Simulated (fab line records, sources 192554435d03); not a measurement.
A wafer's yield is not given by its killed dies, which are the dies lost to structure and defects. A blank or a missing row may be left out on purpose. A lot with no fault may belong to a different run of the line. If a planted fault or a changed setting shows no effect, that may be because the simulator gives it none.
Chamber matching -- flow n5 finfet -- ald sin-03 running N5_MOL_CONTACT_COAG_ALD_27: 4 sister chambers
The step deposits SiOC, target thk 17 nm, pulse time 1.5 s, time 2720 s. 4 wafers are shown with their chamber, then 7 later ones without.

== WAFERS WITH THEIR CHAMBER ==
wafer,chamber,heater power w (W)
L081.2,2,924
L085.6,0,1064
L088.1,1,923
L088.2,3,946

== WAFERS WHOSE CHAMBER IS MISSING ==
wafer,heater power w (W)
L088.4,917
L089.1,931
L089.4,904
L089.6,905
L092.2,957
L092.4,1016
L092.6,1067

== CHAMBER TAKEN BY EACH ==
wafer,from the rows above,in truth
L088.4,can't be placed: 1 or 2 or 3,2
L089.1,can't be placed: 2 or 1 or 3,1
L089.4,can't be placed: 1 or 2 or 3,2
L089.6,can't be placed: 1 or 2 or 3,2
L092.2,can't be placed: 3 or 2 or 1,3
L092.4,can't be placed: 0 or 3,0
L092.6,0,0
1 of 7 placed correctly. Can't be placed from these rows: 6 (the true chamber is among the candidates in 6). 0 placed wrongly.
How it was worked out, from the rows above alone: a wafer's distance from a chamber is the root of the sum, over the readings, of the square of ((its reading less the chamber's mean) divided by the reading's scatter). If the next closest chamber is less than 2 further off than the closest, the wafer can't be placed; otherwise it belongs to the closest. For every chamber, the mean is computed from those of its wafers that are shown. The scatter (one wafer shown for each chamber): square how far every hidden wafer sits from the nearest shown wafer, average those squares and take the square root.
